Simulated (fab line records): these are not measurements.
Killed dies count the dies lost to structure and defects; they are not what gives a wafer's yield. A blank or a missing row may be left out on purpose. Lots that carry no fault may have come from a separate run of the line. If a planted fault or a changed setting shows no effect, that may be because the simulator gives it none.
Matching of chambers :: flow nandHarc :: rieDiel-08 running NHARC_P_GATE_STRIP_108: 4 sister chambers
The step strips in O2. 4 wafers are shown with their chamber, then 7 later ones without.

## WAFERS, EACH WITH ITS CHAMBER
wafer: L089.3
chamber: 1
showerheadPlenumPTorr (Torr): 3.34

wafer: L089.5
chamber: 3
showerheadPlenumPTorr (Torr): 3.49

wafer: L090.1
chamber: 0
showerheadPlenumPTorr (Torr): 3.34

wafer: L090.3
chamber: 2
showerheadPlenumPTorr (Torr): 3.30

## WAFERS WITHOUT THEIR CHAMBER
wafer: L090.5
showerheadPlenumPTorr (Torr): 3.30

wafer: L093.3
showerheadPlenumPTorr (Torr): 3.49

wafer: L093.4
showerheadPlenumPTorr (Torr): 3.29

wafer: L093.6
showerheadPlenumPTorr (Torr): 3.49

wafer: L092.1
showerheadPlenumPTorr (Torr): 3.29

wafer: L092.2
showerheadPlenumPTorr (Torr): 3.34

wafer: L092.6
showerheadPlenumPTorr (Torr): 3.34

## WHICH CHAMBER EACH WENT THROUGH
wafer: L090.5
from the rows above: 2
in truth: 2

wafer: L093.3
from the rows above: 3
in truth: 3

wafer: L093.4
from the rows above: 2
in truth: 2

wafer: L093.6
from the rows above: 3
in truth: 3

wafer: L092.1
from the rows above: 2
in truth: 2

wafer: L092.2
from the rows above: can't be placed: 0 or 1
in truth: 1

wafer: L092.6
from the rows above: can't be placed: 0 or 1
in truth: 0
Placed correctly: 5 of 7. From these rows, 2 cannot be placed; in 2 the true chamber is one of the candidates. Number placed wrongly: 0.
How it was worked out, from the rows above alone: a wafer's distance from a chamber is the root of the sum, over the readings, of the square of ((its reading less the chamber's mean) divided by the reading's scatter). If the next closest chamber is less than 2 further off than the closest, the wafer can't be placed; otherwise it belongs to the closest. For every chamber, the mean is computed from those of its wafers that are shown. The scatter: root of mean squared gap, hidden wafer to nearest shown wafer, with one shown wafer a chamber.
